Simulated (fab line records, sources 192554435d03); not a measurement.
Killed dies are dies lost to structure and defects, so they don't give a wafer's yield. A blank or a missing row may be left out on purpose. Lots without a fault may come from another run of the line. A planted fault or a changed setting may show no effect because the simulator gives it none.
fab line records | flow n5_finfet
record lots=7 wafers=21
route steps=1938 shown SD_EPI_P@301 SD_ACTIVATION@330 HKMG_FIN@392
start_h: hours from the record's first day to the start of the lot's first wafer shown | wait_h: hours since the lot's step before | " the same as in the row above | L1.1+2: a row that stands for several wafers | - no value, or no start given | * or withheld: withheld | < > ~ a bound
route shown NAME@n: a module of which the file shows steps, and the number in the route of the first | usual: mean/standard deviation of fault-free wafers | same: alike in all rows | chamber/n: place in a boat | sites: the reading at each site | _std_site: their standard deviation | _edge_site: outer sites' mean less inner sites' | radius_mm: how far each site lies from the wafer's centre | mask NAME#n: copy n | behind: the tool/chamber that last shaped the wafer | hold: why the lot was held/for how many hours/how that ended | device: the transistor (n, p or np) that didn't switch | end of line: the same wafers' tests at the end of the route | a step without rows: its recipe alone | killed: dies lost to structure and defects at the first sort, not the wafer's yield | map: a wafer's dies, x killed, . not, _ none there
set.NAME: the setting as run; set.NAME@STEP: as run at that earlier step | model.NAME: the simulator's own value behind a step, which no gauge read
lots whose settings were changed on purpose; a table a step, a row a wafer
## steps
# step N5_SD_EPI_P_PEB_07
# recipe peb_temp_c=110 peb_time_s=60 resist=CAR-ArF-block
# columns lot.wafer tool chamber start_h wait_h set.peb_time_s
L074.1 litho_track-02 0 54.96 0.1 46.6
L074.3+6 " 0 " " 60
L076.2+4 litho_track-02 0 67.49 0.0 60
L076.3 " 0 " " 52.87
L078.4+5+6 litho_track-01 0 76.86 0.0 60
L082.2 litho_track-01 0 102.11 0.0 64.59
L082.4+6 " 0 " " 60
L084.2+4+6 litho_track-02 0 111.20 0.0 60
L085.3+4+5 litho_track-01 0 118.28 0.0 60
L093.1+4 litho_track-03 0 168.61 0.1 49.03
L093.6 " 0 " " 60
# step N5_SD_EPI_P_DEVELOP_08
# recipe develop_time_s=30 developer=TMAH resist=CAR-ArF-block dev_temp_c=23 rinse_liquid=diw dry=air_spin
# step N5_SD_EPI_P_CD_MEAS_09
# recipe target_cd_nm=240 landing_energy_ev=500 detector=se_inlens
# usual cd_nm=239.8/0.71
# columns lot.wafer tool chamber start_h wait_h set.peb_time_s@SD_EPI_P_PEB_07 cd_nm
L074.1 cd_sem-03 0 55.03 - 46.6 230.0
L074.3 " 0 " " 60 239.7
L074.6 " 0 " " 60 239.5
L076.2 cd_sem-01 0 67.56 - 60 241.4
L076.3 " 0 " " 52.87 236.6
L076.4 " 0 " " 60 240.8
L078.4 cd_sem-03 0 76.93 - 60 239.3
L078.5 " 0 " " 60 239.1
L078.6 " 0 " " 60 239.6
L082.2 cd_sem-01 0 102.18 - 64.59 241.0
L082.4 " 0 " " 60 239.9
L082.6 " 0 " " 60 240.1
L084.2 cd_sem-03 0 111.27 - 60 240.5
L084.4 " 0 " " 60 239.8
L084.6 " 0 " " 60 240.3
L085.3 cd_sem-03 0 118.35 - 60 240.4
L085.4 " 0 " " 60 239.9
L085.5 " 0 " " 60 241.5
L093.1 cd_sem-02 0 168.68 - 49.03 233.0
L093.4 " 0 " " 49.03 232.8
L093.6 " 0 " " 60 240.0
# step N5_SD_EPI_P_DESCUM_14
# recipe chemistry=O2 time_s=7.9 source_power_w=50 bias_power_w=20 pressure_mtorr=20 rf_frequency_hz=2.712e+07 temp_c=40 resist=CAR-ArF-block o2_flow_sccm=225
# columns lot.wafer tool chamber start_h wait_h set.peb_time_s@SD_EPI_P_PEB_07 model.SD_EPI_P.cd_nm
L074.1 rie_diel-06 2 55.12 0.0 46.6 229.4
L074.3+6 " 0 " " 60 239.4
L076.2+4 rie_diel-01 3,1 67.64 0.0 60 241
L076.3 " 2 " " 52.87 236.6
L078.4+5 rie_diel-03 2 77.01 0.0 60 239
L078.6 " 3 " " 60 239.6
L082.2 rie_diel-03 2 102.27 0.0 64.59 241
L082.4 " 2 " " 60 239.6
L082.6 " 0 " " 60 240
L084.2 rie_diel-03 2 111.36 0.0 60 240.2
L084.4+6 " 0,2 " " 60 239.8
L085.3+4 rie_diel-06 3,2 118.43 0.0 60 240.2
L085.5 " 3 " " 60 241.6
L093.1+4 rie_diel-06 2,3 168.77 0.0 49.03 232.6
L093.6 " 1 " " 60 240
# step N5_SD_EPI_P_ETCH_36
# recipe chemistry=CF4 target=SiARC target_depth_a=455 mask_material=CAR-ArF-block time_s=75.8 ion_energy_ev=80 pressure_mtorr=40 source_w=545 bias_w=36 Ar_flow_sccm=100 cf4_flow_sccm=100 ends=cleared
# columns lot.wafer tool chamber start_h wait_h set.peb_time_s@SD_EPI_P_PEB_07 model.SD_EPI_P.cd_nm
L074.1 rie_diel-06 2 55.15 0.0 46.6 229.6
L074.3 " 0 " " 60 239.6
L074.6 " 0 " " 60 239.2
L076.2 rie_diel-01 3 67.68 0.0 60 241
L076.3 " 2 " " 52.87 236.4
L076.4 " 1 " " 60 241.2
L078.4+5 rie_diel-03 2 77.05 0.0 60 238.8
L078.6 " 3 " " 60 239.6
L082.2 rie_diel-03 2 102.30 0.0 64.59 241
L082.4 " 2 " " 60 239.6
L082.6 " 0 " " 60 239.8
L084.2 rie_diel-03 2 111.39 0.0 60 240
L084.4+6 " 0,2 " " 60 239.8
L085.3+4 rie_diel-06 3,2 118.47 0.0 60 240
L085.5 " 3 " " 60 241.4
L093.1 rie_diel-06 2 168.81 0.0 49.03 232.4
L093.4 " 3 " " 49.03 232.8
L093.6 " 1 " " 60 239.8
# step N5_SD_EPI_P_ETCH_37
# recipe chemistry=N2/H2 target=SOC overetch_a=1080 mask_material=SiARC temp_c=40 ion_energy_ev=100 source_w=3000 bias_w=133 pressure_mtorr=20 time_s=486 n2_flow_sccm=200 h2_flow_sccm=200 ends=end_point
# columns lot.wafer tool chamber start_h wait_h set.peb_time_s@SD_EPI_P_PEB_07 model.SD_EPI_P.cd_nm
L074.1 rie_diel-06 2 55.21 0.0 46.6 229.8
L074.3 " 0 " " 60 237.8
L074.6 " 0 " " 60 238.2
L076.2 rie_diel-01 3 67.73 0.0 60 240.6
L076.3 " 2 " " 52.87 236.4
L076.4 " 1 " " 60 243
L078.4 rie_diel-03 2 77.10 0.0 60 238
L078.5 " 2 " " 60 238.4
L078.6 " 3 " " 60 240
L082.2 rie_diel-03 2 102.36 0.0 64.59 240.6
L082.4 " 2 " " 60 238.8
L082.6 " 0 " " 60 238.6
L084.2 rie_diel-03 2 111.45 0.0 60 238
L084.4 " 0 " " 60 238.4
L084.6 " 2 " " 60 238.6
L085.3 rie_diel-06 3 118.53 0.0 60 240.6
L085.4 " 2 " " 60 239.6
L085.5 " 3 " " 60 241.6
L093.1 rie_diel-06 2 168.86 0.0 49.03 233.2
L093.4 " 3 " " 49.03 232.4
L093.6 " 1 " " 60 239.6
# step N5_SD_EPI_P_STRIP_38
# recipe chemistry=N2/H2 temp_c=40 n2_flow_sccm=200 h2_flow_sccm=200 rf_frequency_hz=6e+07
# step N5_SD_EPI_P_ETCHBACK_46
# recipe chemistry=CH3F/O2 mode=anisotropic_etchback target=SiNx target_depth_a=175 stop_on=SiO2 over_etch_frac=0.3 ion_energy_ev=120 pressure_mtorr=30 source_w=395 bias_w=73 Ar_flow_sccm=150 CH3F_flow_sccm=30 O2_flow_sccm=20
# step N5_SD_EPI_P_EPI_21
# recipe material=SiGe:B dopant=B temp_c=550 pressure_torr=20 ambient=H2 time_s=355
# step N5_SD_EPI_P_HM_STRIP_48
# recipe chemistry=H3PO4 temp_c=160 material=SiNx target=SiNx target_depth_a=30 overetch_fraction=0.3
# columns lot.wafer tool chamber start_h wait_h set.temp_c@SD_EPI_N_EPI_21 model.Si-P_of_SD_EPI_N_EPI_21.thk_nm
L074.1 wet_bench-06 7 59.65 0.0 675.3 53.8
L074.3 " 3 " " 680 58.2
L074.6 " 4 " " 680 58.4
L076.2 wet_bench-03 1 72.06 0.0 680 58.4
L076.3 " 6 " " 684.7 63.8
L076.4 " 5 " " 680 59
L078.4 wet_bench-03 0 80.59 0.0 682.4 60.2
L078.5 " 3 " " 680 58
L078.6 " 7 " " 682.4 60
L082.2 wet_bench-02 5 105.84 0.0 680 58.8
L082.4 " 1 " " 680 58
L082.6 " 3 " " 680 58.6
L084.2 wet_bench-02 2 114.94 0.0 680 59
L084.4+6 " 4,6 " " 680 58.2
L085.3 wet_bench-06 0 122.14 0.0 677.2 55.8
L085.4 " 3 " " 677.2 55.6
L085.5 " 1 " " 680 59.4
L093.1 wet_bench-02 1 173.19 0.0 680 58.6
L093.4 " 5 " " 680 57.6
L093.6 " 0 " " 680 57.8
# step N5_SD_EPI_P_SRD_49
# recipe dry=ipa_marangoni time_s=30 temp_c=23 rinse_liquid=diw
# step N5_SD_EPI_P_PRECLEAN_24
# recipe chemistry=O3/DIW time_s=45 temp_c=22 o3_ppm=10
# columns lot.wafer tool chamber start_h wait_h set.temp_c@SD_EPI_N_EPI_21 model.Si-P_of_SD_EPI_N_EPI_21.thk_nm
L074.1 wet_bench-06 7 59.72 0.0 675.3 53.8
L074.3 " 3 " " 680 58.2
L074.6 " 4 " " 680 58.4
L076.2 wet_bench-03 1 72.13 0.0 680 58.2
L076.3 " 6 " " 684.7 63.6
L076.4 " 5 " " 680 58.8
L078.4 wet_bench-03 0 80.67 0.0 682.4 60.2
L078.5 " 3 " " 680 57.8
L078.6 " 7 " " 682.4 59.8
L082.2 wet_bench-02 5 105.93 0.0 680 58.6
L082.4 " 1 " " 680 57.8
L082.6 " 3 " " 680 58.4
L084.2 wet_bench-02 2 115.00 0.0 680 58.8
L084.4 " 4 " " 680 58
L084.6 " 6 " " 680 58.2
L085.3 wet_bench-06 0 122.21 0.0 677.2 55.6
L085.4 " 3 " " 677.2 55.4
L085.5 " 1 " " 680 59.2
L093.1 wet_bench-02 1 173.26 0.0 680 58.4
L093.4 " 5 " " 680 57.4
L093.6 " 0 " " 680 57.6
# step N5_SD_EPI_P_PRECLEAN_32
# recipe chemistry=dHF time_s=10 dilution=500:1 temp_c=25
# step N5_SD_EPI_P_PRECLEAN_33
# recipe chemistry=SC2 time_s=45 temp_c=35 mix=1:1:50
# step N5_SD_ACTIVATION_RTA_00
# recipe temp_c=975 time_s=0 ambient=N2 idle_temp_c=600 ramp_up_c_per_s=150 ramp_down_c_per_s=60 cool_to_c=600
# step N5_SD_ACTIVATION_LSA_01
# recipe temp_c=1080 time_s=0.0008 ambient=N2
# step N5_SD_ACTIVATION_RS_MEAS_03
# recipe thk_meas_gauge=four-point-probe
# usual RS_SD_N=21.95/0.28 RS_SD_P=56.1/0.86
# columns lot.wafer tool chamber start_h wait_h set.temp_c@SD_EPI_N_EPI_21 RS_SD_N[ohm/sq] RS_SD_P[ohm/sq]
L074.1 film_metro-01 - 60.21 0.2 675.3 23.57 55.4
L074.3 " - " " 680 22.01 55.9
L074.6 " - " " 680 21.93 55.2
L076.2 film_metro-02 - 72.65 0.2 680 21.65 56.1
L076.3 " - " " 684.7 20.10 56.2
L076.4 " - " " 680 21.75 56.7
L078.4 film_metro-01 - 81.25 0.2 682.4 21.25 56.4
L078.5 " - " " 680 22.12 56.5
L078.6 " - " " 682.4 21.34 57.7
L082.2 film_metro-02 - 106.66 0.2 680 21.69 56.8
L082.4 " - " " 680 21.95 56.9
L082.6 " - " " 680 21.61 57.9
L084.2 film_metro-01 - 115.58 0.2 680 21.64 56.4
L084.4 " - " " 680 21.98 56.4
L084.6 " - " " 680 21.90 56.0
L085.3 film_metro-01 - 122.76 0.2 677.2 22.93 55.0
L085.4 " - " " 677.2 23.03 56.3
L085.5 " - " " 680 21.39 56.1
L093.1 film_metro-02 - 173.76 0.2 680 21.86 55.2
L093.4 " - " " 680 22.40 55.9
L093.6 " - " " 680 22.24 55.2
# step N5_HKMG_FIN_COAT_43
# recipe resist=CAR-ArF spin_rpm=1500 resist_thk_nm=90
# columns lot.wafer tool chamber start_h wait_h set.spin_rpm model.CAR-ArF_of_HKMG_FIN_COAT_43.thk_nm
L074.1 litho_track-01 0 - - 1500 90.2
L074.3 " 0 " " 1608 87
L074.6 " 0 " " 1500 90
L076.2+3 litho_track-03 0 - - 1596 87
L076.4 " 0 " " 1500 90
L078.4 litho_track-01 0 - - 1500 89.8
L078.5 " 0 " " 1500 90
L078.6 " 0 " " 1576 87.8
L082.2+6 litho_track-01 0 - - 1500 90
L082.4 " 0 " " 1500 89.8
L084.2 litho_track-03 0 - - 1500 90.2
L084.4+6 " 0 " " 1500 89.8
L085.3 litho_track-01 0 - - 1500 90.2
L085.4 " 0 " " 1500 90
L085.5 " 0 " " 1500 90.4
L093.1 litho_track-03 0 - - 1500 90.4
L093.4 " 0 " " 1659 86
L093.6 " 0 " " 1500 90.2
# step N5_HKMG_FIN_EBR_45
# recipe solvent=PGMEA ebr_width_mm=1.5
# step N5_HKMG_FIN_SOFTBAKE_44
# recipe temp_c=110 time_s=60 resist=CAR-ArF
# step N5_HKMG_FIN_DESCUM_53
# recipe chemistry=O2 time_s=7.9 source_power_w=50 bias_power_w=20 pressure_mtorr=20 rf_frequency_hz=2.712e+07 temp_c=40 resist=CAR-ArF o2_flow_sccm=225
# step N5_HKMG_FIN_ETCH_54
# recipe chemistry=CF4 target=SiARC target_depth_a=455 mask_material=CAR-ArF time_s=75.8 ion_energy_ev=80 pressure_mtorr=40 source_w=545 bias_w=36 Ar_flow_sccm=100 cf4_flow_sccm=100 ends=cleared
# columns lot.wafer tool chamber start_h wait_h set.spin_rpm@HKMG_FIN_COAT_43 model.CAR-ArF_of_HKMG_FIN_COAT_43.thk_nm
L074.1 rie_diel-04 3 72.94 0.0 1500 51.2
L074.3 " 0 " " 1608 48
L074.6 " 3 " " 1500 50.8
L076.2+3 rie_diel-04 1,3 85.41 0.0 1596 47.8
L076.4 " 2 " " 1500 50.8
L078.4 rie_diel-05 1 95.54 0.0 1500 50.6
L078.5 " 2 " " 1500 50.8
L078.6 " 3 " " 1576 48.6
L082.2+6 rie_diel-02 2,1 120.73 0.0 1500 50.8
L082.4 " 2 " " 1500 50.6
L084.2 rie_diel-02 2 128.84 0.0 1500 50.6
L084.4+6 " 2,1 " " 1500 50.4
L085.3 rie_diel-04 0 136.03 0.0 1500 51
L085.4 " 3 " " 1500 50.8
L085.5 " 1 " " 1500 51.2
L093.1 rie_diel-05 1 187.10 0.0 1500 51.2
L093.4 " 2 " " 1659 46.6
L093.6 " 0 " " 1500 51
# step N5_HKMG_FIN_ETCH_55
# recipe chemistry=N2/H2 target=SOC target_depth_a=2400 temp_c=40 time_s=300 ion_energy_ev=200 mask_material=SiARC pressure_mtorr=30 source_w=840 bias_w=150 n2_flow_sccm=200 h2_flow_sccm=200
# columns lot.wafer tool chamber start_h wait_h set.time_s model.etch.depth_nm model.HKMG_FIN.feature_depth_nm model.SiARC_of_HKMG_FIN_COAT_42.thk_nm
L074.1 rie_diel-04 3 73.00 0.0 300 242.7 242.6 21
L074.3 " 0 " " 300 238.1 238 21
L074.6 " 3 " " 345.1 277 277 19.2
L076.2 rie_diel-04 1 85.47 0.0 300 250.1 250.2 20.6
L076.3 " 3 " " 236.3 189.4 189.4 24.4
L076.4 " 2 " " 236.3 193.4 193.4 23.8
L078.4 rie_diel-05 1 95.66 0.1 300 243.7 243.8 21
L078.5 " 2 " " 300 237.3 237.2 21.6
L078.6 " 3 " " 300 243.8 243.8 21
L082.2 rie_diel-02 2 120.79 0.0 332.3 261.9 261.8 20.4
L082.4 " 2 " " 332.3 260.6 260.6 20.4
L082.6 " 1 " " 300 239.3 239.4 21.4
L084.2 rie_diel-02 2 128.90 0.0 300 235.9 236 22.2
L084.4 " 2 " " 300 234.4 234.4 22
L084.6 " 1 " " 300 236.8 236.8 21.6
L085.3 rie_diel-04 0 136.09 0.0 300 238.4 238.4 20.8
L085.4 " 3 " " 280.2 226.3 226.2 22
L085.5 " 1 " " 300 246.3 246.4 20.6
L093.1 rie_diel-05 1 187.15 0.0 364.8 299.4 299.4 17.8
L093.4 " 2 " " 300 235.3 235.4 21.8
L093.6 " 0 " " 364.8 297.2 297.2 18
## key
split step=N5_SD_EPI_P_PEB_07 setting=peb_time_s stated=60 by=wafer
response step=N5_SD_EPI_P_CD_MEAS_09 reading=cd_nm change=+0.392 per=1% r=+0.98
response step=N5_SD_EPI_P_DESCUM_14 reading=model.SD_EPI_P.cd_nm change=+0.407 per=1% r=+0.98
response step=N5_SD_EPI_P_ETCH_36 reading=model.SD_EPI_P.cd_nm change=+0.403 per=1% r=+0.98
response step=N5_SD_EPI_P_ETCH_37 reading=model.SD_EPI_P.cd_nm change=+0.374 per=1% r=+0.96
split step=N5_HKMG_FIN_COAT_43 setting=spin_rpm stated=1500 by=wafer
response step=N5_HKMG_FIN_COAT_43 reading=model.CAR-ArF_of_HKMG_FIN_COAT_43.thk_nm change=-0.423 per=1% r=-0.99
response step=N5_HKMG_FIN_ETCH_54 reading=model.CAR-ArF_of_HKMG_FIN_COAT_43.thk_nm change=-0.429 per=1% r=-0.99
split step=N5_HKMG_FIN_ETCH_55 setting=time_s stated=300 by=wafer
response step=N5_HKMG_FIN_ETCH_55 reading=model.etch.depth_nm change=+2.69 per=1% r=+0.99
response step=N5_HKMG_FIN_ETCH_55 reading=model.HKMG_FIN.feature_depth_nm change=+2.69 per=1% r=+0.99
response step=N5_HKMG_FIN_ETCH_55 reading=model.SiARC_of_HKMG_FIN_COAT_42.thk_nm change=-0.157 per=1% r=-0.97
split outside_this_file step=N5_SD_EPI_N_EPI_21 setting=temp_c
# split outside_this_file: this setting was split too, and the file shows its column; the key of that split is in another file
